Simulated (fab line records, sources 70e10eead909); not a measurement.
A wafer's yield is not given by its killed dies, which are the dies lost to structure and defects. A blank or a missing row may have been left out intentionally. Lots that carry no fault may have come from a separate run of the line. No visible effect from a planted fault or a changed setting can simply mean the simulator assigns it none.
Struck lot and sound lot, side by side | flow nand_harc | 27 out of 1159 route steps
Sound: wafers L223.3, L223.5, L223.6. Struck: wafer L245.2. (L245.1 of the same lot was not struck and is left out.) The cause comes at the end.
At each step with rows: each side's tool, then ch and its chambers, then its first start. Under that, the readings that differ: sound wafers | struck wafers | difference of the means | sigmas: that difference in standard deviations of wafers without a fault.
alike: same words and numbers on both sides, and readings whose means sit less than 2 such deviations apart. not compared: any withheld reading, any reading some wafer has no value for, any bound like >300 that may hide the same value, and any number with overlapping values for which the record gives no deviation.
Wherever a step has rows on one side only, a row that says differs or no value, or a row with sigmas, the two part there. Non-overlapping numbers with no deviation appear without sigmas and do not part them. Lack of a reading on every wafer of one side parts them only where that side has two or more wafers.

NHARC_P_ZERO_WELL_INSPECT_43:
  struck on defect_inspect-01, day 7 13:26; sound on defect_inspect-02, day 2 01:48
  alike: raw_defect_count
then, 11 steps without rows for these wafers: NHARC_P_STI_ETCH_26 (etches SiO2 in dHF, target depth 11 nm); NHARC_P_STI_PRECLEAN_27 (cleans in SC1); NHARC_P_STI_SRD_28; NHARC_P_STI_OXIDE_29 (material SiO2, target thk 10 nm, ox time 1362 s); NHARC_P_STI_HM_DEP_30 (deposits Si3N4, target thk 80 nm, time 873 s); NHARC_P_STI_DEHYDRATE_01 (time 120 s); NHARC_P_STI_HMDS_02 (time 30 s); NHARC_P_STI_COAT_41 (time 65 s); NHARC_P_STI_COAT_03 (resist thk 600 nm); NHARC_P_STI_SOFTBAKE_04 (time 70 s); NHARC_P_STI_EBR_05.
NHARC_P_STI_EXPOSE_06: exposes mask P STI, target cd 200 nm.
  sound on krf_scanner-04 ch 0, day 2 16:56; struck on krf_scanner-02 ch 0, day 8 04:28
  alike: mask
then, 2 steps without rows for these wafers: NHARC_P_STI_PEB_07 (peb time 80 s); NHARC_P_STI_DEVELOP_08 (time 50 s).
NHARC_P_STI_CD_MEAS_09: the cd target is 200 nm.
  sound on cd_sem-03 ch 0, day 2 17:05; struck on cd_sem-03 ch 0, day 8 04:37
  reading    | sound             | struck | difference | sigmas
  cd_nm (nm) | 199.9 200.1 199.8 | 194.5  | -5.4       | -3
NHARC_P_STI_OVL_MEAS_10:
  struck on overlay-02, day 8 04:43; sound on overlay-02, day 2 17:10
  alike: overlay_x_nm, overlay_y_nm
NHARC_P_STI_INSPECT_11:
  struck on defect_inspect-01, day 8 04:45; sound on defect_inspect-01, day 2 17:13
  alike: raw_defect_count
then, 1 step without rows for these wafers: NHARC_P_STI_HARDBAKE_13 (time 65 s).
NHARC_P_STI_DESCUM_14: chemistry O2, time 3 s.
  sound on rie_diel-09 ch 0,1, day 2 17:20; struck on rie_diel-09 ch 0, day 8 04:53
  reading                | sound             | struck | difference | sigmas
  model.P_STI.cd_nm (nm) | 199.6 200.1 199.4 | 194.8  | -4.9       |
  alike: drypump_motor_current_A, o2_flow_sccm, oes_product_au, rf_vpp_V, showerhead_plenum_p_Torr, throttle_valve_pct
  not compared: rf_hours_counter_h
NHARC_P_STI_ETCH_42: etches the open film in N2/H2, target depth 80 nm, overetch 24 nm, time 61 s.
  sound on rie_diel-09 ch 0,1,3, day 2 17:26; struck on rie_diel-09 ch 2, day 8 04:58
  alike: bias_w, drypump_motor_current_A, oes_product_au, rf_vpp_V, showerhead_plenum_p_Torr, throttle_valve_pct
  not compared: rf_hours_counter_h
NHARC_P_STI_ETCH_31: etches the open film in CF4/CHF3, target depth 108.9 nm, time 54.5 s.
  sound on rie_diel-09 ch 0,1; struck on rie_diel-09 ch 2
  alike: bias_w, drypump_motor_current_A, oes_product_au, rf_vpp_V, showerhead_plenum_p_Torr, throttle_valve_pct
  not compared: rf_hours_counter_h
NHARC_P_STI_ETCH_15: etches the open film in HBr/Cl2, target depth 300 nm, time 100.1 s.
  sound on rie_si-05 ch 1,2,3, day 2 17:39; struck on rie_si-05 ch 3, day 8 05:10
  reading                | sound             | struck | difference | sigmas
  model.P_STI.cd_nm (nm) | 199.3 200.8 200.1 | 194.7  | -5.4       |
  alike: bias_w, drypump_motor_current_A, oes_product_au, throttle_valve_pct
  not compared: rf_hours_counter_h
NHARC_P_STI_CD_MEAS_16:
  struck on cd_sem-01, day 8 05:21; sound on cd_sem-03, day 2 17:47
  reading    | sound             | struck | difference | sigmas
  cd_nm (nm) | 199.3 200.9 200.4 | 194.8  | -5.4       | -3
NHARC_P_STI_OCD_MEAS_17:
  struck on ocd-01, day 8 05:26; sound on ocd-02, day 2 17:52
  reading                | sound             | struck | difference | sigmas
  trench_foot_cd_nm (nm) | 158.2 158.2 157.0 | 151.4  | -6.4       | -3
  alike: trench_depth_nm
then, 1 step without rows for these wafers: NHARC_P_STI_STRIP_19 (strips in SPM, time 900 s).
NHARC_END_SORT_01:
  the record has rows for the sound wafers here (prober-01 ch 0, day 19 23:03) and none for the struck ones

== WHERE THEY PART ==
Last at NHARC_END_SORT_01 as far as this record goes, first at NHARC_P_STI_CD_MEAS_09.

WHY: what had been put in by the simulator
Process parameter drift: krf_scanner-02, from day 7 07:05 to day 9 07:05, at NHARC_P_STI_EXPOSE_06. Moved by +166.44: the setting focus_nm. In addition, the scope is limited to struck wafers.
